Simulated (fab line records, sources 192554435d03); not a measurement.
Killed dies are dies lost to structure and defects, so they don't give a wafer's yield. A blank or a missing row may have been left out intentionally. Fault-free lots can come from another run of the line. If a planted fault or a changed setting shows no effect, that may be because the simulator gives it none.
Split-lot study || flow n5-finfet || 21 wafers read from 7 lots, route of 1938 steps

== ABOUT THE SPLIT ==
At N5_BEOL_M0_SAQP_COAT_08 (resist thk 90 nm), the setting spin-rpm was moved away from the recipe's 1500 rpm on 7 of the 21 wafers read, by -10.9% to -4.4%. All remaining wafers had this setting at the recipe value.

The reading is taken at the split's own step.

== THE READING ==
CAR-ArF_of_BEOL_M0_SAQP_COAT_08.thk-nm (the simulator's own value, which no gauge read), in nm, at N5_BEOL_M0_SAQP_COAT_08 (resist thk 90 nm). No usual value for it is given in the file. The 14 wafers here that ran the recipe average 89.9 nm, standard deviation 0.25 nm.

{"wafer": "L074.2", "tool, chamber at the split": "litho-track-04, 0", "spin-rpm as run, rpm": 1434, "against the recipe": "-4.4%", "CAR-ArF_of_BEOL_M0_SAQP_COAT_08.thk-nm, nm": 91.8, "against lot-mates on the recipe": "+2.2"}
{"wafer": "L074.4", "tool, chamber at the split": "litho-track-04, 0", "spin-rpm as run, rpm": 1434, "against the recipe": "-4.4%", "CAR-ArF_of_BEOL_M0_SAQP_COAT_08.thk-nm, nm": 91.8, "against lot-mates on the recipe": "+2.2"}
{"wafer": "L074.3", "tool, chamber at the split": "litho-track-04, 0", "spin-rpm as run, rpm": 1500, "against the recipe": "recipe", "CAR-ArF_of_BEOL_M0_SAQP_COAT_08.thk-nm, nm": 89.6, "against lot-mates on the recipe": "-"}
{"wafer": "L076.1", "tool, chamber at the split": "litho-track-03, 0", "spin-rpm as run, rpm": 1500, "against the recipe": "recipe", "CAR-ArF_of_BEOL_M0_SAQP_COAT_08.thk-nm, nm": 89.6, "against lot-mates on the recipe": "-"}
{"wafer": "L076.3", "tool, chamber at the split": "litho-track-03, 0", "spin-rpm as run, rpm": 1500, "against the recipe": "recipe", "CAR-ArF_of_BEOL_M0_SAQP_COAT_08.thk-nm, nm": 90, "against lot-mates on the recipe": "-"}
{"wafer": "L076.6", "tool, chamber at the split": "litho-track-03, 0", "spin-rpm as run, rpm": 1500, "against the recipe": "recipe", "CAR-ArF_of_BEOL_M0_SAQP_COAT_08.thk-nm, nm": 90, "against lot-mates on the recipe": "-"}
{"wafer": "L082.1", "tool, chamber at the split": "litho-track-04, 0", "spin-rpm as run, rpm": 1500, "against the recipe": "recipe", "CAR-ArF_of_BEOL_M0_SAQP_COAT_08.thk-nm, nm": 90, "against lot-mates on the recipe": "-"}
{"wafer": "L082.4", "tool, chamber at the split": "litho-track-04, 0", "spin-rpm as run, rpm": 1416, "against the recipe": "-5.6%", "CAR-ArF_of_BEOL_M0_SAQP_COAT_08.thk-nm, nm": 92.6, "against lot-mates on the recipe": "+2.6"}
{"wafer": "L082.5", "tool, chamber at the split": "litho-track-04, 0", "spin-rpm as run, rpm": 1416, "against the recipe": "-5.6%", "CAR-ArF_of_BEOL_M0_SAQP_COAT_08.thk-nm, nm": 92.4, "against lot-mates on the recipe": "+2.4"}
{"wafer": "L086.2", "tool, chamber at the split": "litho-track-04, 0", "spin-rpm as run, rpm": 1369, "against the recipe": "-8.7%", "CAR-ArF_of_BEOL_M0_SAQP_COAT_08.thk-nm, nm": 93.6, "against lot-mates on the recipe": "+4.1"}
{"wafer": "L086.5", "tool, chamber at the split": "litho-track-04, 0", "spin-rpm as run, rpm": 1500, "against the recipe": "recipe", "CAR-ArF_of_BEOL_M0_SAQP_COAT_08.thk-nm, nm": 89.4, "against lot-mates on the recipe": "-"}
{"wafer": "L086.6", "tool, chamber at the split": "litho-track-04, 0", "spin-rpm as run, rpm": 1500, "against the recipe": "recipe", "CAR-ArF_of_BEOL_M0_SAQP_COAT_08.thk-nm, nm": 89.6, "against lot-mates on the recipe": "-"}
{"wafer": "L094.2", "tool, chamber at the split": "litho-track-03, 0", "spin-rpm as run, rpm": 1337, "against the recipe": "-10.9%", "CAR-ArF_of_BEOL_M0_SAQP_COAT_08.thk-nm, nm": 95, "against lot-mates on the recipe": "+5.2"}
{"wafer": "L094.3", "tool, chamber at the split": "litho-track-03, 0", "spin-rpm as run, rpm": 1337, "against the recipe": "-10.9%", "CAR-ArF_of_BEOL_M0_SAQP_COAT_08.thk-nm, nm": 95, "against lot-mates on the recipe": "+5.2"}
{"wafer": "L094.4", "tool, chamber at the split": "litho-track-03, 0", "spin-rpm as run, rpm": 1500, "against the recipe": "recipe", "CAR-ArF_of_BEOL_M0_SAQP_COAT_08.thk-nm, nm": 89.8, "against lot-mates on the recipe": "-"}
{"wafer": "L095.2", "tool, chamber at the split": "litho-track-03, 0", "spin-rpm as run, rpm": 1500, "against the recipe": "recipe", "CAR-ArF_of_BEOL_M0_SAQP_COAT_08.thk-nm, nm": 90, "against lot-mates on the recipe": "-"}
{"wafer": "L095.4", "tool, chamber at the split": "litho-track-03, 0", "spin-rpm as run, rpm": 1500, "against the recipe": "recipe", "CAR-ArF_of_BEOL_M0_SAQP_COAT_08.thk-nm, nm": 90, "against lot-mates on the recipe": "-"}
{"wafer": "L095.5", "tool, chamber at the split": "litho-track-03, 0", "spin-rpm as run, rpm": 1500, "against the recipe": "recipe", "CAR-ArF_of_BEOL_M0_SAQP_COAT_08.thk-nm, nm": 89.8, "against lot-mates on the recipe": "-"}
{"wafer": "L097.1", "tool, chamber at the split": "litho-track-02, 0", "spin-rpm as run, rpm": 1500, "against the recipe": "recipe", "CAR-ArF_of_BEOL_M0_SAQP_COAT_08.thk-nm, nm": 90.2, "against lot-mates on the recipe": "-"}
{"wafer": "L097.3", "tool, chamber at the split": "litho-track-02, 0", "spin-rpm as run, rpm": 1500, "against the recipe": "recipe", "CAR-ArF_of_BEOL_M0_SAQP_COAT_08.thk-nm, nm": 90.2, "against lot-mates on the recipe": "-"}
{"wafer": "L097.6", "tool, chamber at the split": "litho-track-02, 0", "spin-rpm as run, rpm": 1500, "against the recipe": "recipe", "CAR-ArF_of_BEOL_M0_SAQP_COAT_08.thk-nm, nm": 90.2, "against lot-mates on the recipe": "-"}

THE FIT
A straight line over all 21 wafers: CAR-ArF_of_BEOL_M0_SAQP_COAT_08.thk-nm changes by -0.459 nm for each +1% of spin-rpm; r = -0.99; the points scatter about the line by 0.23 nm.
The same after taking each lot's own level away (the mean of its wafers on the recipe; 21 wafers): -0.474 nm for each +1%; r = -1.00; scatter 0.12 nm.
The reading moves by 5.2 nm for the largest change in spin-rpm, on that fit.
The span of the lots' own levels, 89.50 to 90.20 nm, comes to 2.8 times the standard deviation stated above.
Hence the lot-to-lot level has little effect on the slope; both slopes agree.
Check: with one of the wafers moved furthest among these (-10.9%) left out of the fit, the line predicts +5.13 nm for it against its lot-mates. Against them it came out at +5.2 nm.

== FURTHER SPLITS ON THESE WAFERS ==
Other splits were also applied to these wafers ahead of the reading. Each is held against what the fit with the lots' levels taken away leaves over:
{"other split on the same wafers": "N5_HKMG_FIN_HK_ALD_01 ald-cycles", "wafers away from the commonest value": 7, "r with CAR-ArF_of_BEOL_M0_SAQP_COAT_08.thk-nm (lot level and that fit taken away)": -0.16}
{"other split on the same wafers": "N5_HKMG_FIN_COAT_43 spin-rpm", "wafers away from the commonest value": 6, "r with CAR-ArF_of_BEOL_M0_SAQP_COAT_08.thk-nm (lot level and that fit taken away)": -0.22}
{"other split on the same wafers": "N5_GATE_CUT_ETCH_56 icp-w", "wafers away from the commonest value": 6, "r with CAR-ArF_of_BEOL_M0_SAQP_COAT_08.thk-nm (lot level and that fit taken away)": "+0.10"}
{"other split on the same wafers": "N5_MOL_CONTACT_COAG_EXPOSE_05 dose-mj", "wafers away from the commonest value": 5, "r with CAR-ArF_of_BEOL_M0_SAQP_COAT_08.thk-nm (lot level and that fit taken away)": -0.33}
{"other split on the same wafers": "N5_MOL_CONTACT_COAG_ETCH_105 bias-w", "wafers away from the commonest value": 7, "r with CAR-ArF_of_BEOL_M0_SAQP_COAT_08.thk-nm (lot level and that fit taken away)": "+0.34"}
{"other split on the same wafers": "N5_MOL_CONTACT_COAG_ALD_133 ald-cycles", "wafers away from the commonest value": 10, "r with CAR-ArF_of_BEOL_M0_SAQP_COAT_08.thk-nm (lot level and that fit taken away)": -0.09}
{"other split on the same wafers": "N5_MOL_CONTACT_COAG_VIA_ETCH_117 bias-w", "wafers away from the commonest value": 3, "r with CAR-ArF_of_BEOL_M0_SAQP_COAT_08.thk-nm (lot level and that fit taken away)": "+0.34"}

== FILE'S OWN FIT ==
CAR-ArF_of_BEOL_M0_SAQP_COAT_08.thk-nm changes by -0.473 nm for each +1% of spin-rpm, r = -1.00.
